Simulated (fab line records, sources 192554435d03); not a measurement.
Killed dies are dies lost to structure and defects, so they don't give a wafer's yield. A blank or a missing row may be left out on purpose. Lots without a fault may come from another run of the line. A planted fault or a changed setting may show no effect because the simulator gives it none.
Split-lot experiment | flow n5_finfet | 7 lots, 21 wafers read, on a route of 1938 steps

THE SPLIT
At N5_BEOL_M5_COAT_65 (time 60 s, resist thk 60 nm), the setting spin_rpm was moved away from the recipe's 1500 rpm on 4 of the 21 wafers read, by -5.8% to +9.5%. The other wafers ran this setting at the recipe's value.

FROM THE SPLIT TO THE READING: what the file shows between them, 9 steps
- N5_BEOL_M5_COAT_66: time 60 s, resist thk 12 nm (also split here: spin_rpm)
- N5_BEOL_M5_COAT_74: time 60 s, resist thk 5 nm
- N5_BEOL_M5_COAT_22: resist thk 30 nm
- N5_BEOL_M5_DESCUM_33: chemistry O2, time 7 s
- N5_BEOL_M5_ETCH_75: etches underlayer in N2/H2, target depth 6.5 nm, time 5.2 s
- N5_BEOL_M5_ETCH_67: etches SiARC in CF4, target depth 15.6 nm, time 26 s
- N5_BEOL_M5_ETCH_68: etches SOC in N2/H2, target depth 80 nm, overetch 16 nm, time 120 s
- N5_BEOL_M5_STRIP_69: strips in N2/H2
- N5_BEOL_M5_STRIP_76: strips in N2/H2

THE READING
SOC_of_BEOL_M5_COAT_65.thk_nm (the simulator's own value, which no gauge read), in nm, at N5_BEOL_M5_VIA_ETCH_34 (etches SiCOH lowk in C4F6/O2, target depth 88.3 nm, time 39.2 s). The file gives no usual value for it. The 17 wafers here that ran the recipe average 55.9 nm, standard deviation 0.21 nm.

wafer  | tool, chamber at the split | spin_rpm as run, rpm | against the recipe | SOC_of_BEOL_M5_COAT_65.thk_nm, nm | against lot-mates on the recipe
L076.1 | litho_track-04, 0          | 1500                 | recipe             | 56                                | -
L076.4 | litho_track-04, 0          | 1619                 | +7.9%              | 53.6                              | -2.3
L076.6 | litho_track-04, 0          | 1500                 | recipe             | 55.8                              | -
L081.1 | litho_track-01, 0          | 1500                 | recipe             | 55.8                              | -
L081.2 | litho_track-01, 0          | 1500                 | recipe             | 55.6                              | -
L081.3 | litho_track-01, 0          | 1500                 | recipe             | 55.6                              | -
L083.1 | litho_track-01, 0          | 1500                 | recipe             | 55.8                              | -
L083.5 | litho_track-01, 0          | 1500                 | recipe             | 55.8                              | -
L083.4 | litho_track-01, 0          | 1500                 | recipe             | 55.6                              | -
L088.1 | litho_track-04, 0          | 1500                 | recipe             | 56.2                              | -
L088.2 | litho_track-04, 0          | 1500                 | recipe             | 55.8                              | -
L088.3 | litho_track-04, 0          | 1500                 | recipe             | 55.8                              | -
L089.3 | litho_track-03, 0          | 1500                 | recipe             | 56.2                              | -
L089.4 | litho_track-03, 0          | 1500                 | recipe             | 56.2                              | -
L089.6 | litho_track-03, 0          | 1643                 | +9.5%              | 53.4                              | -2.8
L096.1 | litho_track-01, 0          | 1500                 | recipe             | 56                                | -
L096.4 | litho_track-01, 0          | 1500                 | recipe             | 56                                | -
L096.6 | litho_track-01, 0          | 1500                 | recipe             | 56.2                              | -
L097.3 | litho_track-04, 0          | 1500                 | recipe             | 56                                | -
L097.4 | litho_track-04, 0          | 1413                 | -5.8%              | 58                                | +2.0
L097.6 | litho_track-04, 0          | 1413                 | -5.8%              | 57.8                              | +1.8

THE FIT
A straight line over all 21 wafers: SOC_of_BEOL_M5_COAT_65.thk_nm changes by -0.297 nm for each +1% of spin_rpm; r = -0.98; the points scatter about the line by 0.23 nm.
The same after taking each lot's own level away (the mean of its wafers on the recipe; 21 wafers): -0.304 nm for each +1%; r = -0.99; scatter 0.12 nm.
On that fit, the largest move of spin_rpm shifts the reading by 2.9 nm.
The lots' own levels span 55.67 to 56.20 nm, that is 2.6 times the standard deviation above.
So the lot-to-lot level changes the slope little: the two slopes agree.
Check: with one of the wafers moved furthest among these (+9.5%) left out of the fit, the line predicts -2.93 nm for it against its lot-mates. It came out at -2.8 nm against them.

OTHER SPLITS ON THESE WAFERS
These wafers also went through other splits before the reading. Each is held against what the fit with the lots' levels taken away leaves over:
other split on the same wafers | wafers away from the commonest value | r with SOC_of_BEOL_M5_COAT_65.thk_nm (lot level and that fit taken away)
N5_BEOL_M4_COAT_68 spin_rpm    | 10                                   | -0.20
N5_BEOL_M4_COAT_22 spin_rpm    | 8                                    | +0.16
N5_BEOL_M5_COAT_66 spin_rpm    | 7                                    | -0.15

THE WHOLE CHAIN: every reading that the file lists as answering this split, in the file's order
step                   | what it does                                                        | reading                                                                        | change (the file's fit)               | r (the file's)
N5_BEOL_M5_COAT_65     | time 60 s, resist thk 60 nm                                         | SOC_of_BEOL_M5_COAT_65.thk_nm (the simulator's own value, which no gauge read) | -0.286 nm for each +1% of the setting | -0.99
N5_BEOL_M5_ETCH_68     | etches SOC in N2/H2, target depth 80 nm, overetch 16 nm, time 120 s | etch.depth_nm (the simulator's own value, which no gauge read)                 | -0.288 nm for each +1% of the setting | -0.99
N5_BEOL_M5_VIA_ETCH_34 | etches SiCOH lowk in C4F6/O2, target depth 88.3 nm, time 39.2 s     | SOC_of_BEOL_M5_COAT_65.thk_nm (the simulator's own value, which no gauge read) | -0.299 nm for each +1% of the setting | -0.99

THE FILE'S OWN FIT
SOC_of_BEOL_M5_COAT_65.thk_nm changes by -0.299 nm for each +1% of spin_rpm, r = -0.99.
